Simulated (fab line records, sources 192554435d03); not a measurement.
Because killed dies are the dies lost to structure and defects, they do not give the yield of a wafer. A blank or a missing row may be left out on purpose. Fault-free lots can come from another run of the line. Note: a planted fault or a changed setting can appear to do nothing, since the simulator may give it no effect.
Chamber matching / flow n5_finfet / N5_STI_FIN_REVEAL_ALD_14 on ald_sin-04 has 4 sister chambers
The step deposits Si3N4, target thk 3 nm. 8 wafers are shown with their chamber, then 10 later ones without.

## WAFERS WITH THEIR CHAMBER
wafer=L079.4; chamber=2; heater_power_w (W)=766
wafer=L079.6; chamber=2; heater_power_w (W)=782
wafer=L085.1; chamber=0; heater_power_w (W)=907
wafer=L087.2; chamber=3; heater_power_w (W)=735
wafer=L087.5; chamber=3; heater_power_w (W)=753
wafer=L087.6; chamber=1; heater_power_w (W)=696
wafer=L088.1; chamber=0; heater_power_w (W)=899
wafer=L088.2; chamber=1; heater_power_w (W)=684

## WAFERS MISSING THEIR CHAMBER
wafer=L088.4; heater_power_w (W)=893
wafer=L089.1; heater_power_w (W)=762
wafer=L089.2; heater_power_w (W)=756
wafer=L089.6; heater_power_w (W)=712
wafer=L091.2; heater_power_w (W)=683
wafer=L091.4; heater_power_w (W)=890
wafer=L091.6; heater_power_w (W)=881
wafer=L092.3; heater_power_w (W)=882
wafer=L092.4; heater_power_w (W)=698
wafer=L092.5; heater_power_w (W)=889

## EACH ONE'S CHAMBER
wafer=L088.4; from the rows above=0; in truth=0
wafer=L089.1; from the rows above=can't be placed: 2 or 3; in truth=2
wafer=L089.2; from the rows above=can't be placed: 3 or 2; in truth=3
wafer=L089.6; from the rows above=can't be placed: 1 or 3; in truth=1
wafer=L091.2; from the rows above=1; in truth=1
wafer=L091.4; from the rows above=0; in truth=0
wafer=L091.6; from the rows above=0; in truth=0
wafer=L092.3; from the rows above=0; in truth=0
wafer=L092.4; from the rows above=1; in truth=1
wafer=L092.5; from the rows above=0; in truth=0
Placed correctly: 7 of 10. Unplaceable from these rows: 3, with the true chamber sitting among the candidates in 3. 0 placed wrongly.
How it was worked out, from the rows above alone: a wafer's distance from a chamber is the root of the sum, over the readings, of the square of ((its reading less the chamber's mean) divided by the reading's scatter). The wafer belongs to the nearest chamber; if the next one is less than 2 further off, it can't be placed. For every chamber, the mean is computed from those of its wafers that are shown. The scatter is the square root of a quotient: the sum, over the shown wafers, of each reading's squared deviation from its chamber's mean, divided by wafers minus chambers.
